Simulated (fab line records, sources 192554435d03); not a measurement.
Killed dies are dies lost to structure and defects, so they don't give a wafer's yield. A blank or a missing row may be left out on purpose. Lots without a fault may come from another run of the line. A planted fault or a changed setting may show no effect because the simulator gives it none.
Which tool did it? | flow n5_finfet | 12 lots, 32 wafers sampled, at 2 steps of a route of 1938

WHAT THE GAUGES READ, wafer by wafer
N5_PASSIVATION_OVL_MEAS_60.
lot  | measured     | on         | TV_OVL (nm)
L265 | day 11 17:53 | overlay-02 | 2 -4 6
L266 | day 12 06:02 | overlay-01 | 4 -1
L267 | day 12 06:14 | overlay-02 | 1 0
L268 | day 12 15:05 | overlay-02 | -1 1
L269 | day 12 19:04 | overlay-02 | 2 2 -2
L271 | day 13 05:43 | overlay-02 | 1 -2 -1
L272 | day 13 16:42 | overlay-01 | 5 1
L278 | day 15 04:45 | overlay-01 | 13 6 4
L277 | day 15 04:55 | overlay-01 | -5 2 -2
L281 | day 16 03:17 | overlay-02 | 6 10 4
L285 | day 17 02:53 | overlay-02 | -5 -4 1
L288 | day 17 18:17 | overlay-01 | 5 1 10

WHICH TOOL RAN EACH LOT (tool, then ch and the chambers of the sampled wafers, then the start)
lot  | N5_BEOL_M13_ECD_47
L265 | ecd_cu-02 ch 0,1, day 10 12:30
L266 | ecd_cu-01 ch 1, day 11 03:19
L267 | ecd_cu-01 ch 1, day 11 07:00
L268 | ecd_cu-02 ch 0,1, day 11 20:19
L269 | ecd_cu-01 ch 1, day 11 23:42
L271 | ecd_cu-01 ch 0,1, day 12 11:07
L272 | ecd_cu-02 ch 0,1, day 12 20:23
L278 | ecd_cu-01 ch 0,1, day 14 06:46
L277 | ecd_cu-01 ch 0,1, day 14 07:51
L281 | ecd_cu-02 ch 0,1, day 15 05:50
L285 | ecd_cu-02 ch 0,1, day 16 05:04
L288 | ecd_cu-02 ch 0,1, day 16 22:27
- N5_BEOL_M13_ECD_47: material Cu, target thk 936 nm.

WHAT THE TOOLS THEMSELVES READ (means of the sampled wafers that have a number; where no wafer has one, the mark that the record gives instead)
The record holds no such reading with a usual standard deviation.

THE ANSWER, worked out from the rows above alone
Rule: what is usual is taken from the lots themselves. Put in order of their means at a reading, lots are off if they are a third of the lots or fewer, leave a main group of 4 or more, and stand apart from it by a gap of 3 or more times the standard deviation of the main group's means; of several such gaps the widest counts. A main group whose means are all the same, to the digits that the tables above print for the reading, isn't used. A lot without any number at a reading at which 4 lots or more have one is off too. The other lots that the step has rows for count as sound. The gauges are gone through in route order, then the tools' own readings, and for those a lot's mean is taken as printed above. The first step at which some lot is off is used, and at that step the reading that is off furthest; a lot without a number counts as furthest.
No lot is off at any reading shown: from this, nothing can be told.

WHAT THE SIMULATOR HAD PUT IN
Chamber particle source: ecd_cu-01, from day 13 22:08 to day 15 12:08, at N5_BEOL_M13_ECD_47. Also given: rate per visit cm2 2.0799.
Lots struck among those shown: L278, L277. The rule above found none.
